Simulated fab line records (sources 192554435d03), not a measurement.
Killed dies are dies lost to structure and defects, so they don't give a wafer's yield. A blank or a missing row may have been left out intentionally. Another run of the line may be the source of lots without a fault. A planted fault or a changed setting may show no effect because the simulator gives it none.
Split-lot experiment -- flow n5 finfet -- 21 wafers read across 7 lots, on a route 1938 steps long

== THE SPLIT ITSELF ==
At N5_BEOL_M3_DESCUM_33 (chemistry O2, time 7 s), the setting time s was moved away from the recipe's 7 s on 9 of the 21 wafers read, by -19.8% to +15.8%. This setting was run at the recipe's value on the other wafers.

The reading comes from the split's own step.

== THE READING ==
CAR-EUV_of_BEOL_M3_COAT_22.thk nm (the simulator's own value, which no gauge read), in nm, at N5_BEOL_M3_DESCUM_33 (chemistry O2, time 7 s). There is no usual value for it anywhere in the file. The 12 wafers here that ran the recipe average 26.1 nm, standard deviation 0.13 nm.

wafer,"tool, chamber at the split","time s as run, s",against the recipe,"CAR-EUV_of_BEOL_M3_COAT_22.thk nm, nm",against lot-mates on the recipe
L074.1,"rie diel-06, 2",7,recipe,26.4,-
L074.2,"rie diel-06, 1",6.477,-7.5%,26.6,+0.3
L074.3,"rie diel-06, 3",7,recipe,26.2,-
L081.1,"rie diel-01, 1",7,recipe,26.2,-
L081.3,"rie diel-01, 3",7.603,+8.6%,25.6,-0.6
L081.4,"rie diel-01, 0",7.603,+8.6%,25.8,-0.4
L086.3,"rie diel-06, 0",7,recipe,26,-
L086.4,"rie diel-06, 1",7.6,+8.6%,25.8,-0.2
L086.5,"rie diel-06, 1",7.6,+8.6%,25.6,-0.4
L090.1,"rie diel-01, 0,3,1",7,recipe,26,-
L090.3,"rie diel-01, 0,3,1",7,recipe,26,-
L090.4,"rie diel-01, 0,3,1",7,recipe,26,-
L092.3,"rie diel-06, 3",7,recipe,26.2,-
L092.5,"rie diel-06, 0,1",5.617,-19.8%,26.8,+0.6
L092.6,"rie diel-06, 0,1",5.617,-19.8%,26.8,+0.6
L095.3,"rie diel-01, 1",7,recipe,26,-
L095.4,"rie diel-01, 0,2",8.104,+15.8%,25.6,-0.4
L095.6,"rie diel-01, 0,2",8.104,+15.8%,25.6,-0.4
L096.1,"rie diel-01, 0",7,recipe,26,-
L096.3,"rie diel-01, 3,2",7,recipe,26.2,-
L096.4,"rie diel-01, 3,2",7,recipe,26.2,-
When a row names more than one chamber, that row covers several wafers, and the file does not tell which wafer ran in which chamber.

THE FIT
A straight line over all 21 wafers: CAR-EUV_of_BEOL_M3_COAT_22.thk nm changes by -0.0375 nm for each +1% of time s; r = -0.93; the points scatter about the line by 0.13 nm.
The same after taking each lot's own level away (the mean of its wafers on the recipe; 21 wafers): -0.032 nm for each +1%; r = -0.94; scatter 0.11 nm.
According to that fit, moving time s by its largest amount changes the reading by 0.63 nm.
The lots' own levels span 26.00 to 26.30 nm, that is 2.3 times the standard deviation above.
Thus the slope moves with the lot-to-lot level: the two fits are different.
Check: +0.625 nm against its lot-mates is what the line predicts for one of the wafers moved furthest among these (-19.8%) when that wafer is left out of the fit. Against them it came out at +0.6 nm.

== THE OTHER SPLITS THESE WAFERS WENT THROUGH ==
Before the reading, these wafers also passed through other splits. Each is held against what the fit with the lots' levels taken away leaves over:
other split on the same wafers,wafers away from the commonest value,r with CAR-EUV_of_BEOL_M3_COAT_22.thk nm (lot level and that fit taken away)
N5_GATE_CUT_COAT_35 spin rpm,5,+0.27
N5_MOL_CONTACT_COAG_SPUTTER_143 target thk a,9,+0.05
N5_MOL_CONTACT_COAG_ALD_27 time s,8,+0.10
N5_BEOL_M0_SAQP_MANDREL_ETCH_20 icp w,10,-0.04
N5_BEOL_M0_SAQP_COAT_105 spin rpm,4,-0.09
N5_BEOL_M1_EXPOSE_08 dose mj,5,+0.02
N5_BEOL_M1_ETCH_64 source w,8,+0.16
N5_BEOL_M2_ILD_DEP_00 time s,7,+0.32
N5_BEOL_M2_COAT_05 spin rpm,9,+0.45
N5_BEOL_M2_EXPOSE_08 dose mj,5,+0.12
N5_BEOL_M2_DEP_57 time s,9,+0.19

== THE FILE'S OWN FIT ==
CAR-EUV_of_BEOL_M3_COAT_22.thk nm changes by -0.0324 nm for each +1% of time s, r = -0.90.
